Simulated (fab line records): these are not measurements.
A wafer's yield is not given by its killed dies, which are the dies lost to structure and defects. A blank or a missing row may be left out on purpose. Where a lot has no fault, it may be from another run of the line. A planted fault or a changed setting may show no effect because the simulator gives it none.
Matching of chambers + flow n5Finfet + N5_BEOL_M0_SAQP_PECVD_00 on pecvd-01 has 3 sister chambers
The step deposits SiCN from 3MS/NH3, target thk 8 nm, time 14 s. 16 wafers are shown with their chamber, then 8 later ones without.

== WAFERS PAIRED WITH THEIR CHAMBERS ==
| wafer  | chamber | throttleValvePct (%) | showerheadPlenumPTorr (Torr) |
|--------|---------|----------------------|------------------------------|
| L078.1 | 1       | 10.2                 | 3.657                        |
| L078.3 | 1       | 10.3                 | 3.658                        |
| L078.6 | 1       | 10.5                 | 3.654                        |
| L080.1 | 1       | 10.3                 | 3.658                        |
| L080.2 | 2       | 8.7                  | 3.674                        |
| L080.4 | 1       | 10.4                 | 3.665                        |
| L084.3 | 0       | 8.2                  | 3.661                        |
| L084.4 | 0       | 8.2                  | 3.656                        |
| L084.6 | 1       | 10.2                 | 3.652                        |
| L085.2 | 2       | 8.9                  | 3.680                        |
| L085.4 | 0       | 8.3                  | 3.661                        |
| L085.5 | 2       | 8.4                  | 3.675                        |
| L086.2 | 0       | 8.4                  | 3.651                        |
| L086.3 | 2       | 8.6                  | 3.666                        |
| L086.5 | 2       | 8.6                  | 3.680                        |
| L091.1 | 0       | 8.1                  | 3.645                        |

SIGNATURES (means of the wafers above)
| reading               | chamber 0 | chamber 1 | chamber 2 | scatter within a chamber |
|-----------------------|-----------|-----------|-----------|--------------------------|
| throttleValvePct      | 8.240     | 10.317    | 8.640     | 0.139                    |
| showerheadPlenumPTorr | 3.65480   | 3.65733   | 3.67500   | 0.00568                  |
Rule: for each reading, subtract the chamber's mean from the wafer's reading, divide by that reading's scatter and square the result; add these up over the readings and take the root, which gives the wafer's distance from the chamber. The wafer belongs to the nearest chamber; if the next one is less than 2 further off, it can't be placed. How the scatter is found: for the shown wafers, subtract from each reading the mean of its chamber, square and add these, divide the total by (wafers less chambers), then take the root.

== WAFERS WHOSE CHAMBER IS MISSING ==
| wafer  | throttleValvePct (%) | showerheadPlenumPTorr (Torr) |
|--------|----------------------|------------------------------|
| L091.2 | 10.3                 | 3.662                        |
| L091.6 | 8.4                  | 3.658                        |
| L095.2 | 7.9                  | 3.675                        |
| L095.3 | 10.3                 | 3.648                        |
| L095.5 | 8.5                  | 3.655                        |
| L096.2 | 8.2                  | 3.649                        |
| L096.4 | 10.6                 | 3.654                        |
| L096.5 | 8.3                  | 3.652                        |

== WHICH CHAMBER EACH ONE RAN IN ==
| wafer  | from the rows above     | in truth |
|--------|-------------------------|----------|
| L091.2 | 1                       | 1        |
| L091.6 | 0                       | 0        |
| L095.2 | can't be placed: 0 or 2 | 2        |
| L095.3 | 1                       | 1        |
| L095.5 | can't be placed: 0 or 2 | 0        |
| L096.2 | 0                       | 0        |
| L096.4 | 1                       | 1        |
| L096.5 | 0                       | 0        |
Placed correctly: 6 of 8. These rows do not allow placing 2 (true chamber among the candidates in 2). 0 placed wrongly.
